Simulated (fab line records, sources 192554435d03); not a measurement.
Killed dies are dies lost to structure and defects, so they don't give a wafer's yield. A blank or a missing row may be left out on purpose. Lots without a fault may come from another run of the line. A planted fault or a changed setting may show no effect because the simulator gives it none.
Chamber matching | flow n5_finfet | N5_MOL_CONTACT_COAG_ETCH_105 on rie_diel-06: 4 sister chambers
The step etches SiARC in CF4, target depth 15.6 nm, time 26 s. 18 wafers are shown with their chamber, then 9 later ones without.

WAFERS WITH THEIR CHAMBER
wafer  | chamber | drypump_motor_current_A (A) | showerhead_plenum_p_Torr (Torr) | throttle_valve_pct (%)
L075.2 | 3       | 5.6                         | 2.12                            | 15.69
L075.5 | 1       | 5.3                         | 2.05                            | 15.61
L075.6 | 0       | 5.4                         | 2.20                            | 15.27
L079.2 | 0       | 5.4                         | 2.19                            | 15.30
L079.3 | 1       | 5.3                         | 2.04                            | 15.62
L079.4 | 2       | 4.6                         | 2.17                            | 15.70
L080.1 | 3       | 5.6                         | 2.12                            | 15.69
L080.3 | 2       | 4.6                         | 2.17                            | 15.70
L080.4 | 0       | 5.4                         | 2.19                            | 15.29
L086.1 | 1       | 5.3                         | 2.04                            | 15.65
L086.5 | 0       | 5.5                         | 2.19                            | 15.35
L086.6 | 3       | 5.6                         | 2.11                            | 15.73
L087.1 | 3       | 5.6                         | 2.11                            | 15.74
L087.2 | 1       | 5.3                         | 2.04                            | 15.66
L087.5 | 0       | 5.5                         | 2.19                            | 15.32
L088.1 | 3       | 5.6                         | 2.11                            | 15.74
L088.2 | 0       | 5.4                         | 2.19                            | 15.32
L088.4 | 2       | 4.6                         | 2.16                            | 15.73

SIGNATURES (means of the wafers above)
reading                  | chamber 0 | chamber 1 | chamber 2 | chamber 3 | scatter within a chamber
drypump_motor_current_A  | 5.433     | 5.300     | 4.600     | 5.600     | 0.0309
showerhead_plenum_p_Torr | 2.1917    | 2.0425    | 2.1667    | 2.1140    | 0.00496
throttle_valve_pct       | 15.3083   | 15.6350   | 15.7100   | 15.7180   | 0.0252
Rule: a wafer's distance from a chamber is the root of the sum, over the readings, of the square of ((its reading less the chamber's mean) divided by the reading's scatter). The wafer belongs to the nearest chamber; if the next one is less than 2 further off, it can't be placed. The scatter: the root of (the sum of the squares of (reading less its chamber's mean) over the shown wafers, divided by (wafers less chambers)).

WAFERS WITHOUT THEIR CHAMBER
wafer  | drypump_motor_current_A (A) | showerhead_plenum_p_Torr (Torr) | throttle_valve_pct (%)
L091.3 | 5.3                         | 2.03                            | 15.66
L091.5 | 4.6                         | 2.16                            | 15.76
L091.6 | 5.6                         | 2.11                            | 15.74
L094.1 | 4.6                         | 2.15                            | 15.78
L094.4 | 5.4                         | 2.18                            | 15.35
L094.5 | 4.6                         | 2.15                            | 15.78
L096.1 | 5.3                         | 2.03                            | 15.71
L096.5 | 5.3                         | 2.03                            | 15.71
L096.6 | 4.6                         | 2.15                            | 15.78

WHICH CHAMBER EACH WENT THROUGH
wafer  | from the rows above | in truth
L091.3 | 1                   | 1
L091.5 | 2                   | 2
L091.6 | 3                   | 3
L094.1 | 2                   | 2
L094.4 | 0                   | 0
L094.5 | 2                   | 2
L096.1 | 1                   | 1
L096.5 | 1                   | 1
L096.6 | 2                   | 2
Placed correctly: 9 of 9. Can't be placed from these rows: 0. Placed wrongly: 0.
